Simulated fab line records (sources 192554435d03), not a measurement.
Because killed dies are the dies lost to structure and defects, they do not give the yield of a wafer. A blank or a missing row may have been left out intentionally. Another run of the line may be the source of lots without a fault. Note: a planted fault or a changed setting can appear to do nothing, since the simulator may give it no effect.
Chamber matching + flow n5-finfet + 4 sister chambers for N5_BEOL_M7_ALD_77 on ald-metal-03
The step deposits TaN, target thk 2 nm, pulse time 2 s, purge time 3 s. 8 wafers are shown with their chamber, then 11 later ones without.

WAFERS PAIRED WITH THEIR CHAMBERS
| wafer  | chamber | heater-power-w (W) |
|--------|---------|--------------------|
| L074.2 | 1       | 377                |
| L083.6 | 1       | 384                |
| L085.3 | 2       | 423                |
| L085.4 | 0       | 374                |
| L089.1 | 3       | 411                |
| L089.5 | 3       | 415                |
| L089.6 | 0       | 382                |
| L090.3 | 2       | 419                |

WAFERS WITH NO CHAMBER GIVEN
| wafer  | heater-power-w (W) |
|--------|--------------------|
| L090.5 | 415                |
| L090.6 | 385                |
| L093.2 | 432                |
| L093.3 | 377                |
| L093.4 | 426                |
| L092.4 | 385                |
| L092.5 | 419                |
| L092.6 | 377                |
| L094.1 | 418                |
| L094.4 | 379                |
| L094.5 | 412                |

WHICH CHAMBER EACH ONE RAN IN
| wafer  | from the rows above     | in truth |
|--------|-------------------------|----------|
| L090.5 | can't be placed: 3 or 2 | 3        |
| L090.6 | can't be placed: 1 or 0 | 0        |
| L093.2 | can't be placed: 2 or 3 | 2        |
| L093.3 | can't be placed: 0 or 1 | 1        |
| L093.4 | can't be placed: 2 or 3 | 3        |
| L092.4 | can't be placed: 1 or 0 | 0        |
| L092.5 | can't be placed: 2 or 3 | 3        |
| L092.6 | can't be placed: 0 or 1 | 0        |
| L094.1 | can't be placed: 2 or 3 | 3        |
| L094.4 | can't be placed: 0 or 1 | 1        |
| L094.5 | can't be placed: 3 or 2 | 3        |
0 of 11 placed correctly. Unplaceable from these rows: 11, with the true chamber sitting among the candidates in 11. Wrongly placed: 0.
How it was worked out, from the rows above alone: a wafer's distance from a chamber is the root of the sum, over the readings, of the square of ((its reading less the chamber's mean) divided by the reading's scatter). The wafer belongs to the nearest chamber; if the next one is less than 2 further off, it can't be placed. The mean given for a chamber averages the wafers shown for that chamber. The scatter is the square root of a quotient: the sum, over the shown wafers, of each reading's squared deviation from its chamber's mean, divided by wafers minus chambers.
